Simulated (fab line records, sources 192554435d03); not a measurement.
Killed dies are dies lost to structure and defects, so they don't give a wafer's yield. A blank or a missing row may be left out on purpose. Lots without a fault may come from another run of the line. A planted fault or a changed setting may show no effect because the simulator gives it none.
Split-lot experiment | flow n5_finfet | 7 lots, 21 wafers read, on a route of 1938 steps

THE SPLIT
At N5_BEOL_M11_PECVD_70 (deposits SiO2 from TEOS/O2, target thk 20 nm, time 22.7 s), the setting time_s was moved away from the recipe's 22.7 s on 8 of the 21 wafers read, by -12.1% to +14.1%. The other wafers ran this setting at the recipe's value.

The reading is taken at the split's own step.

THE READING
SiO2_of_BEOL_M11_PECVD_70.thk_nm (the simulator's own value, which no gauge read), in nm, at N5_BEOL_M11_PECVD_70 (deposits SiO2 from TEOS/O2, target thk 20 nm, time 22.7 s). The file gives no usual value for it. The 13 wafers here that ran the recipe average 20.1 nm, standard deviation 0.2 nm.

wafer  | tool, chamber at the split | time_s as run, s | against the recipe | SiO2_of_BEOL_M11_PECVD_70.thk_nm, nm | against lot-mates on the recipe
L075.1 | pecvd-02, 1                | 22.7             | recipe             | 19.6                                 | -
L075.3 | pecvd-02, 0                | 22.7             | recipe             | 20                                   | -
L075.4 | pecvd-02, 2                | 22.7             | recipe             | 20.2                                 | -
L078.1 | pecvd-01, 0,2              | 22.7             | recipe             | 20                                   | -
L078.2 | pecvd-01, 0,2              | 22.7             | recipe             | 20                                   | -
L078.6 | pecvd-01, 2                | 22.7             | recipe             | 20.2                                 | -
L085.1 | pecvd-02, 2                | 25.88            | +14.0%             | 22.4                                 | +2.4
L085.5 | pecvd-02, 0                | 22.7             | recipe             | 20                                   | -
L085.6 | pecvd-02, 2                | 25.88            | +14.0%             | 23                                   | +3.0
L087.3 | pecvd-01, 2                | 25.9             | +14.1%             | 22.8                                 | +2.6
L087.4 | pecvd-01, 0                | 25.9             | +14.1%             | 23.4                                 | +3.2
L087.6 | pecvd-01, 2                | 22.7             | recipe             | 20.2                                 | -
L093.3 | pecvd-01, 2,0              | 22.7             | recipe             | 20                                   | -
L093.4 | pecvd-01, 2,0              | 22.7             | recipe             | 20                                   | -
L093.6 | pecvd-01, 1                | 22.7             | recipe             | 20.4                                 | -
L097.3 | pecvd-01, 0                | 24.29            | +7.0%              | 21.4                                 | +1.0
L097.5 | pecvd-01, 0                | 22.7             | recipe             | 20.4                                 | -
L097.6 | pecvd-01, 2                | 24.29            | +7.0%              | 21.8                                 | +1.4
L092.1 | pecvd-04, 0                | 19.95            | -12.1%             | 17.2                                 | -2.8
L092.3 | pecvd-04, 2                | 22.7             | recipe             | 20                                   | -
L092.6 | pecvd-04, 2                | 19.95            | -12.1%             | 17.6                                 | -2.4
Where a row lists several chambers, the file gives one row for several wafers and doesn't say which wafer went through which chamber.

THE FIT
A straight line over all 21 wafers: SiO2_of_BEOL_M11_PECVD_70.thk_nm changes by +0.208 nm for each +1% of time_s; r = +0.99; the points scatter about the line by 0.26 nm.
The same after taking each lot's own level away (the mean of its wafers on the recipe; 21 wafers): +0.202 nm for each +1%; r = +0.99; scatter 0.23 nm.
On that fit, the largest move of time_s shifts the reading by 2.9 nm.
The lots' own levels span 19.93 to 20.40 nm, that is 2.3 times the standard deviation above.
So the lot-to-lot level changes the slope little: the two slopes agree.
Check: with one of the wafers moved furthest among these (+14.1%) left out of the fit, the line predicts +2.86 nm for it against its lot-mates. It came out at +2.6 nm against them.

OTHER SPLITS ON THESE WAFERS
These wafers also went through other splits before the reading. Each is held against what the fit with the lots' levels taken away leaves over:
other split on the same wafers       | wafers away from the commonest value | r with SiO2_of_BEOL_M11_PECVD_70.thk_nm (lot level and that fit taken away)
N5_BEOL_M8_DEVELOP_10 develop_time_s | 6                                    | +0.05
N5_BEOL_M9_HM_DEP_02 target_thk_a    | 8                                    | +0.17
N5_BEOL_M9_COAT_59 temp_c            | 6                                    | -0.23
N5_BEOL_M10_HM_DEP_02 target_thk_a   | 9                                    | +0.31
N5_BEOL_M10_VIA_ETCH_34 source_w     | 11                                   | -0.02

THE FILE'S OWN FIT
SiO2_of_BEOL_M11_PECVD_70.thk_nm changes by +0.201 nm for each +1% of time_s, r = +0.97.
